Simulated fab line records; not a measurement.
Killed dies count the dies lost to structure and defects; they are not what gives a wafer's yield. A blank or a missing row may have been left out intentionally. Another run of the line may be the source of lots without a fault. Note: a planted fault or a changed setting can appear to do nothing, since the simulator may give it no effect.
Which tool did it? -- flow nand harc -- Sampling: 15 lots, 45 wafers, 2 of 1302 route steps

== WHAT THE GAUGES READ, wafer by wafer ==
NHARC_P_M1_CD_MEAS_16. Usual: 129.5 nm for cd nm, sd 0.71.
lot,measured,on,cd nm (nm),flag
L239,day 6 14:38,cd sem-02,130.0 129.4 130.4,
L240,day 6 20:54,cd sem-02,128.5 129.3 128.6,
L241,day 7 07:02,cd sem-02,128.4 127.8 128.4,
L242,day 7 20:58,cd sem-03,129.7 129.3 128.8,
L246,day 10 05:25,cd sem-02,129.8 129.6 130.2,
L247,day 10 06:03,cd sem-02,129.2 129.4 129.2,
L248,day 10 06:56,cd sem-02,129.7 129.8 129.7,
L253,day 12 08:36,cd sem-02,129.0 129.3 128.6,
L252,day 12 11:25,cd sem-03,130.6 131.0 130.2,
L254,day 12 22:20,cd sem-01,130.2 130.8 130.1,
L256,day 13 23:23,cd sem-02,130.5 130.0 129.1,
L258,day 14 19:28,cd sem-02,129.3 129.0 129.8,
L259,day 15 05:56,cd sem-02,129.6 129.6 129.4,
L261,day 15 20:37,cd sem-01,128.5 128.0 128.5,
L260,day 15 21:20,cd sem-01,128.8 128.2 129.6,

== TOOL THAT RAN EACH LOT (tool first, then ch and the chambers of the sampled wafers, then the start) ==
lot,NHARC_P_M1_DESCUM_14
L239,"rie diel-08 ch 0,2,3, day 6 14:17"
L240,"rie diel-08 ch 1,2, day 6 20:35"
L241,"rie diel-08 ch 1,2, day 7 06:41"
L242,"rie diel-08 ch 0,2, day 7 20:40"
L246,"rie diel-13 ch 0,1,2, day 10 05:04"
L247,"rie diel-08 ch 1,3, day 10 05:31"
L248,"rie diel-08 ch 0,1,3, day 10 06:38"
L253,"rie diel-11 ch 0,1,2, day 12 08:19"
L252,"rie diel-11 ch 0,1,2, day 12 11:06"
L254,"rie diel-11 ch 0,1,3, day 12 22:02"
L256,"rie diel-11 ch 1,2, day 13 23:04"
L258,"rie diel-08 ch 0,1,2, day 14 19:10"
L259,"rie diel-11 ch 0,1,2, day 15 05:38"
L261,"rie diel-08 ch 1,2,3, day 15 20:20"
L260,"rie diel-08 ch 0,2,3, day 15 21:02"
- NHARC_P_M1_DESCUM_14: chemistry O2, time 3 s.

== AS READ BY THE TOOLS THEMSELVES (means over the sampled wafers that have a number; for cases with no such wafer, the mark the record gives instead) ==
NHARC_P_M1_DESCUM_14. Usual: chamber pressure mTorr 60.00 mTorr, standard deviation 0.05; drypump motor current A 5.7 A, standard deviation 0.4; oes product au 0.999 a.u., standard deviation 0.0076; rf vpp V 57.7 V, standard deviation 0.87; showerhead plenum p Torr 1.90 Torr, standard deviation 0.058; throttle valve pct 11.311 %, standard deviation 0.0091.
lot,tool,chamber pressure mTorr (mTorr),drypump motor current A (A),oes product au (a.u.),rf vpp V (V),showerhead plenum p Torr (Torr),throttle valve pct (%),flag
L239,rie diel-08,59.97,5.6,0.990,58.8,1.92,11.318,
L240,rie diel-08,59.99,5.8,0.996,57.0,1.83,11.305,
L241,rie diel-08,59.97,5.9,1.002,58.5,1.88,11.308,
L242,rie diel-08,60.01,5.4,0.993,58.1,1.94,11.302,
L246,rie diel-13,60.02,6.0,1.008,57.5,1.90,11.302,
L247,rie diel-08,59.97,5.7,1.011,57.6,1.81,11.315,
L248,rie diel-08,60.04,5.5,1.002,57.4,1.87,11.314,
L253,rie diel-11,60.03,5.9,0.998,57.7,1.91,11.307,
L252,rie diel-11,59.95,5.9,0.997,58.5,1.91,11.317,
L254,rie diel-11,59.99,5.9,1.005,58.2,1.94,11.309,
L256,rie diel-11,59.98,5.6,0.995,58.4,1.90,11.322,
L258,rie diel-08,60.01,5.6,1.003,57.4,1.88,11.322,
L259,rie diel-11,60.01,5.9,0.993,57.6,1.90,11.317,
L261,rie diel-08,59.98,5.8,1.006,58.6,1.85,11.311,
L260,rie diel-08,59.97,5.6,0.997,56.9,1.91,11.315,

== THE ANSWER, worked out from the rows above alone ==
Rule: a lot counts as off when the mean over its wafers that have a number is more than 3 standard deviations away from the usual mean. A lot without any number at a reading at which 4 lots or more have one is off too. Where the step has rows for the other lots, those lots are counted as sound. First the gauges in route order, then the tools' own readings, where a lot's mean is used as printed above. At the first step where some lot is off, the reading lying furthest off is the one used; lots without a number count as furthest.
Nothing can be told from this: no lot is off at any reading shown.

== WHAT THE SIMULATOR HAD PUT IN ==
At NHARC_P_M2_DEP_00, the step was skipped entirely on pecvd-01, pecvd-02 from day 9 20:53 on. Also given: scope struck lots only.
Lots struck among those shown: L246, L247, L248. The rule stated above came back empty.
